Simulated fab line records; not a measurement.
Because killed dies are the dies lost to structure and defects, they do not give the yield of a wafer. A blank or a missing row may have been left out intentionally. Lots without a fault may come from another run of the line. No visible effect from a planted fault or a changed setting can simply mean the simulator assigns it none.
Commonality check across tools	flow n5 finfet	9 lots, 27 wafers sampled

== REASON IT WAS OPENED ==
At N5_MOL_CONTACT_COAG_CD_MEAS_08 the reading cd nm is flagged on 1 of 9 lots. No-fault wafers: 28.00 nm, standard deviation 0.25.
Rule: flag the lot when none of its wafers has a number, or when each of its wafers that has one lies beyond 4 standard deviations from that mean. The rest of the lots are taken to be sound.

lot	measured	on	cd nm (nm), wafer by wafer	flag
L206	day 4 22:54	cd sem-01	27.87 27.97 27.75	
L207	day 5 04:44	cd sem-02	27.68 28.00 27.95	
L209	day 5 20:10	cd sem-03	28.13 28.03 27.85	
L211	day 6 09:50	cd sem-02	28.33 28.04 27.92	
L212	day 6 12:22	cd sem-03	28.16 27.87 28.10	
L213	day 6 18:16	cd sem-03	28.40 28.00 28.13	
L221	day 8 23:36	cd sem-03	26.57 26.83 26.92	FLAGGED
L225	day 9 18:52	cd sem-01	28.05 28.64 27.86	
L228	day 10 13:24	cd sem-01	27.97 27.67 28.44	
The numbers of the flagged lots are 26.77 nm on average: -1.23 nm against the usual, or -5 standard deviations.

== WHICH TOOL RAN EACH LOT ==
The record holds 3 process steps before the reading, out of a route of 1938 steps. Every cell lists first the tool, next ch and the chambers used by the sampled wafers, and last the start.
lot	flag	N5_GATE_CUT_VAPOR_ETCH_48	N5_GATE_CUT_CMP_23	N5_MOL_CONTACT_COAG_EXPOSE_05
L206		rie metal-03 ch 0,1, day 4 19:28	cmp-02 ch 1,2,3, day 4 21:31	euv scanner-02 ch 0, day 4 22:46
L207		rie metal-02 ch 0,1, day 5 01:40	cmp-02 ch 0,2,3, day 5 03:27	euv scanner-02 ch 0, day 5 04:37
L209		rie metal-01 ch 0,1, day 5 15:28	cmp-03 ch 0,1,2, day 5 18:47	euv scanner-01 ch 0, day 5 20:02
L211		rie metal-02 ch 1, day 6 06:41	cmp-03 ch 0,3, day 6 08:31	euv scanner-01 ch 0, day 6 09:43
L212		rie metal-02 ch 1, day 6 09:16	cmp-02 ch 0,1, day 6 11:04	euv scanner-01 ch 0, day 6 12:14
L213		rie metal-03 ch 0, day 6 14:56	cmp-03 ch 0,1, day 6 16:47	euv scanner-02 ch 0, day 6 18:08
L221	FLAGGED	rie metal-02 ch 0,1, day 8 19:28	cmp-03 ch 0,1,3, day 8 22:16	euv scanner-02 ch 0, day 8 23:28
L225		rie metal-02 ch 1, day 9 15:39	cmp-02 ch 0,1,3, day 9 17:25	euv scanner-01 ch 0, day 9 18:44
L228		rie metal-02 ch 0,1, day 10 09:53	cmp-03 ch 0,3, day 10 11:59	euv scanner-01 ch 0, day 10 13:16
These steps, and what they do:
- N5_GATE_CUT_VAPOR_ETCH_48: etches TiN in BCl3/Cl2.
- N5_GATE_CUT_CMP_23: polishes, stops on SiO2, t overpolish 23.4 s, target thk 16 nm.
- N5_MOL_CONTACT_COAG_EXPOSE_05: exposes mask CA, defocus 0 nm.
- N5_MOL_CONTACT_COAG_CD_MEAS_08: target cd 28 nm.

== FLAGGED AGAINST TOTAL, ONE TOOL AT A TIME (gauges that did the reading follow at the end) ==
step	tool	lots run	flagged	share of the flagged lots	sound lots run after its first flagged lot
N5_GATE_CUT_VAPOR_ETCH_48	rie metal-01	1	0	none	-
N5_GATE_CUT_VAPOR_ETCH_48	rie metal-02	6	1	all	2 (L225,L228)
N5_GATE_CUT_VAPOR_ETCH_48	rie metal-03	2	0	none	-
N5_GATE_CUT_CMP_23	cmp-02	4	0	none	-
N5_GATE_CUT_CMP_23	cmp-03	5	1	all	1 (L228)
N5_MOL_CONTACT_COAG_EXPOSE_05	euv scanner-01	5	0	none	-
N5_MOL_CONTACT_COAG_EXPOSE_05	euv scanner-02	4	1	all	0
N5_MOL_CONTACT_COAG_CD_MEAS_08	cd sem-01	3	0	none	-
N5_MOL_CONTACT_COAG_CD_MEAS_08	cd sem-02	2	0	none	-
N5_MOL_CONTACT_COAG_CD_MEAS_08	cd sem-03	4	1	all	0

== WHAT IS ALLOWED BY THE TABLE ==
4 rows of the table ran every flagged lot: rie metal-02 at N5_GATE_CUT_VAPOR_ETCH_48, cmp-03 at N5_GATE_CUT_CMP_23, euv scanner-02 at N5_MOL_CONTACT_COAG_EXPOSE_05, cd sem-03 at N5_MOL_CONTACT_COAG_CD_MEAS_08.
- rie metal-02 at N5_GATE_CUT_VAPOR_ETCH_48 ran 6 lots, 1 of them flagged. Lots that were sound ran on it after the first flagged one (L225, L228); a persistent fault on the entire tool would not allow that.
- cmp-03 at N5_GATE_CUT_CMP_23 ran 5 lots, 1 of them flagged. Lots that were sound ran on it after the first flagged one (L228); a persistent fault on the entire tool would not allow that.
- euv scanner-02 at N5_MOL_CONTACT_COAG_EXPOSE_05 ran 4 lots, 1 of them flagged. It ran its last sound lot, L213, at day 6 18:08 and its first flagged lot, L221, at day 8 23:28: a fault with its onset between the two fits. Its own readings lie more than 4 standard deviations out on every wafer of the flagged lots: exposure dose mJ cm2.
- cd sem-03 at N5_MOL_CONTACT_COAG_CD_MEAS_08 ran 4 lots, 1 of them flagged. It ran its last sound lot, L213, at day 6 18:16 and its first flagged lot, L221, at day 8 23:36: a fault with its onset between the two fits.
Because each of these 2 tools fits a fault that began at some hour, counting lots does not separate them. More lots, or a look at what each step does to the wafer, might.

== WHAT THE SIMULATOR HAD INSERTED ==
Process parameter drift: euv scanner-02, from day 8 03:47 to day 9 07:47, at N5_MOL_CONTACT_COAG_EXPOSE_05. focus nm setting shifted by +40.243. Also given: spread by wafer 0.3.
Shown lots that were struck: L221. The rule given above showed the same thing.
